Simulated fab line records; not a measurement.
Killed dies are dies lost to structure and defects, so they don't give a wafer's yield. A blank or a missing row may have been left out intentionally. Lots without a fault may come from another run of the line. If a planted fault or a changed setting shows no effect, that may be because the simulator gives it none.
Struck lot and sound lot, side by side :: flow nand-harc :: 14 steps out of a route of 1159
Sound: these wafers, L891.1, L891.2, L891.6. Struck: wafers L910.2, L910.3, L910.6. The cause is given at the end.
Per side, at each step with rows, come the tool, then ch with its chambers, and then its first start. Under that, the readings that differ: sound wafers :: struck wafers :: difference of the means :: sigmas: that difference in standard deviations of wafers without a fault.
alike: readings whose means differ by less than 2 such deviations, and words and numbers that are the same on both sides. not compared: withheld readings, readings that some wafer has no value for, bounds like >300 that may hide the same value, and numbers for which the record gives no deviation and whose values overlap.
A row with sigmas, a row that says differs or no value, or rows on one side alone: a step with any of these is where the two part. Non-overlapping numbers with no deviation appear without sigmas and do not part them. A reading that every wafer of one side lacks parts them only if that side has two wafers or more.

NHARC_A_CONTACT_ETCH_122: etches the open film in C4F8/O2/Ar, time 95 s, target depth 930 nm.
  sound on har-cap-etch-01 ch 0,1, day 16 09:37; struck on har-cap-etch-01 ch 0,1, day 21 15:10
  not compared: rf-hours-counter-h
NHARC_A_CONTACT_ETCH_123: etches the open film in C4F8/O2/Ar, time 253 s, target depth 1090 nm.
  sound on har-cap-etch-01 ch 0,1, day 16 09:42; struck on har-cap-etch-01 ch 0,1, day 21 15:15
  not compared: rf-hours-counter-h
then, 1 step without rows for these wafers: NHARC_A_CONTACT_ETCH_90 (etches the open film in CH3F/O2, target depth 40 nm, time 85.7 s).
NHARC_A_CONTACT_ETCH_96: etches the open film in C4F6/O2, target depth 20 nm, time 10 s.
  sound on rie-diel-02 ch 0,2, day 16 10:28; struck on rie-diel-04 ch 0,1,3
  alike: drypump-motor-current-A, oes-product-au, rf-vpp-V, showerhead-plenum-p-Torr, throttle-valve-pct
  not compared: rf-hours-counter-h
NHARC_A_CONTACT_CD_MEAS_53:
  sound: cd-sem-01 at day 16 10:34; struck: cd-sem-01 at day 21 16:04
  alike: cd-nm
then, 3 steps without rows for these wafers: NHARC_A_CONTACT_STRIP_99 (strips in N2/H2); NHARC_A_CONTACT_STRIP_100 (strips in CF4/CHF3); NHARC_A_CONTACT_STRIP_101 (strips in O2/COS).
NHARC_A_CONTACT_ETCH_102: etches the open film in CF4/O2, target depth 70 nm, overetch 7 nm, time 38.5 s.
  sound on rie-diel-04 ch 0,2,3, day 16 11:20; struck on rie-diel-02 ch 1,2, day 21 16:55
  alike: drypump-motor-current-A, oes-product-au, rf-vpp-V, showerhead-plenum-p-Torr, throttle-valve-pct
  not compared: rf-hours-counter-h
then, 2 steps without rows for these wafers: NHARC_A_CONTACT_STRIP_55 (strips in O2); NHARC_A_CONTACT_STRIP_56 (strips in post etch residue remover, time 600 s).
NHARC_A_CONTACT_DEP_57: deposits aC, target thk 2800 nm.
  sound on acl-dep-01 ch 0, day 16 16:46; struck on acl-dep-01 ch 0, day 21 17:55
  alike: throttle-valve-pct
NHARC_A_CONTACT_DEP_58: deposits SiON, target thk 60 nm.
  sound on pecvd-01 ch 0,2, day 16 18:34; struck on pecvd-01 ch 0,1,2, day 21 19:29
reading: rf-fwd-power-W (W)
sound: 345.4 346.8 346.0
struck: 290.7 290.8 291.1
difference: -55.2
sigmas: -50
  alike: chamber-pressure-Torr, heater-power-w
then, 1 step without rows for these wafers: NHARC_A_CONTACT_DEHYDRATE_59 (time 120 s).

WHERE THEY PART
Within this record, at NHARC_A_CONTACT_DEP_58 only.

WHY: whatever the simulator had introduced
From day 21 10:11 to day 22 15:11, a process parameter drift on pecvd-01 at NHARC_A_CONTACT_DEP_58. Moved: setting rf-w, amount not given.
